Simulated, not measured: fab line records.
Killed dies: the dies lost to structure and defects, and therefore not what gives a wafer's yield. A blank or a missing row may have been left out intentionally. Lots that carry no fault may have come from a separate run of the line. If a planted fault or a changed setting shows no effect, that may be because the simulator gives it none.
Matching of chambers | flow nand-harc | NHARC_A_BONDPAD_CMP_29 on cmp-04: 4 sister chambers
The step polishes SiCN, target thk 200 nm. 4 wafers are shown with their chamber, then 8 later ones without.

== WAFERS PAIRED WITH THEIR CHAMBERS ==
wafer  | chamber | motor-current-A (A)
L088.6 | 2       | 13.0
L085.5 | 0       | 10.0
L085.6 | 1       | 12.8
L086.2 | 3       | 10.5

== WAFERS WITH NO CHAMBER GIVEN ==
wafer  | motor-current-A (A)
L086.4 | 13.7
L086.6 | 10.9
L090.1 | 11.2
L090.2 | 12.3
L090.5 | 10.8
L094.1 | 13.9
L094.5 | 12.3
L094.6 | 12.4

== THE CHAMBER EACH PASSED THROUGH ==
wafer  | from the rows above               | in truth
L086.4 | can't be placed: 2 or 1           | 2
L086.6 | can't be placed: 3 or 0           | 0
L090.1 | can't be placed: 3 or 0 or 1 or 2 | 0
L090.2 | can't be placed: 1 or 2           | 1
L090.5 | can't be placed: 3 or 0           | 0
L094.1 | can't be placed: 2 or 1           | 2
L094.5 | can't be placed: 1 or 2           | 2
L094.6 | can't be placed: 1 or 2           | 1
Correct placement for 0 of the 8. From these rows, 8 cannot be placed; in 8 the true chamber is one of the candidates. Wrongly placed: 0.
How it was worked out, from the rows above alone: a wafer's distance from a chamber is the root of the sum, over the readings, of the square of ((its reading less the chamber's mean) divided by the reading's scatter). The wafer belongs to the nearest chamber; if the next one is less than 2 further off, it can't be placed. A chamber's mean is the mean of its shown wafers. The scatter (one wafer shown for each chamber): square how far every hidden wafer sits from the nearest shown wafer, average those squares and take the square root.
